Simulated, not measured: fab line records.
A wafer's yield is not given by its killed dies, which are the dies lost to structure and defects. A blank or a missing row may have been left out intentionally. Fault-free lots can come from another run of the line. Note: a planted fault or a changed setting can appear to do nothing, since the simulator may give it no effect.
Matching of chambers / flow n5 finfet / N5_BEOL_M7_PECVD_70 on pecvd-01: 3 sister chambers
The step deposits SiO2 from TEOS/O2, target thk 20 nm, time 22.7 s. 6 wafers are shown with their chamber, then 12 later ones without.

WAFERS PAIRED WITH THEIR CHAMBERS
wafer=L085.2; chamber=0; throttle valve pct (%)=23.5; showerhead plenum p Torr (Torr)=8.73
wafer=L085.3; chamber=1; throttle valve pct (%)=21.8; showerhead plenum p Torr (Torr)=8.76
wafer=L088.4; chamber=1; throttle valve pct (%)=21.7; showerhead plenum p Torr (Torr)=8.76
wafer=L090.3; chamber=2; throttle valve pct (%)=22.6; showerhead plenum p Torr (Torr)=8.81
wafer=L090.4; chamber=0; throttle valve pct (%)=23.8; showerhead plenum p Torr (Torr)=8.71
wafer=L090.5; chamber=2; throttle valve pct (%)=22.7; showerhead plenum p Torr (Torr)=8.79

WAFERS MISSING THEIR CHAMBER
wafer=L092.1; throttle valve pct (%)=23.7; showerhead plenum p Torr (Torr)=8.73
wafer=L092.2; throttle valve pct (%)=21.7; showerhead plenum p Torr (Torr)=8.77
wafer=L092.5; throttle valve pct (%)=23.6; showerhead plenum p Torr (Torr)=8.71
wafer=L094.1; throttle valve pct (%)=21.8; showerhead plenum p Torr (Torr)=8.78
wafer=L094.2; throttle valve pct (%)=23.6; showerhead plenum p Torr (Torr)=8.74
wafer=L094.4; throttle valve pct (%)=22.1; showerhead plenum p Torr (Torr)=8.77
wafer=L097.1; throttle valve pct (%)=23.7; showerhead plenum p Torr (Torr)=8.72
wafer=L097.4; throttle valve pct (%)=21.7; showerhead plenum p Torr (Torr)=8.75
wafer=L097.6; throttle valve pct (%)=22.5; showerhead plenum p Torr (Torr)=8.80
wafer=L096.2; throttle valve pct (%)=21.6; showerhead plenum p Torr (Torr)=8.74
wafer=L096.5; throttle valve pct (%)=23.6; showerhead plenum p Torr (Torr)=8.75
wafer=L096.6; throttle valve pct (%)=21.8; showerhead plenum p Torr (Torr)=8.76

WHICH CHAMBER EACH WENT THROUGH
wafer=L092.1; from the rows above=0; in truth=0
wafer=L092.2; from the rows above=1; in truth=1
wafer=L092.5; from the rows above=0; in truth=0
wafer=L094.1; from the rows above=1; in truth=1
wafer=L094.2; from the rows above=0; in truth=0
wafer=L094.4; from the rows above=1; in truth=1
wafer=L097.1; from the rows above=0; in truth=0
wafer=L097.4; from the rows above=1; in truth=1
wafer=L097.6; from the rows above=2; in truth=2
wafer=L096.2; from the rows above=1; in truth=1
wafer=L096.5; from the rows above=0; in truth=0
wafer=L096.6; from the rows above=1; in truth=1
Correct placement for 12 of the 12. Left unplaced by these rows: 0. Wrongly placed: 0.
How it was worked out, from the rows above alone: a wafer's distance from a chamber is the root of the sum, over the readings, of the square of ((its reading less the chamber's mean) divided by the reading's scatter). If the next closest chamber is less than 2 further off than the closest, the wafer can't be placed; otherwise it belongs to the closest. For every chamber, the mean is computed from those of its wafers that are shown. The scatter: take each reading less its chamber's mean, square it, sum over the shown wafers, divide by the number of wafers less the number of chambers, and take the root.
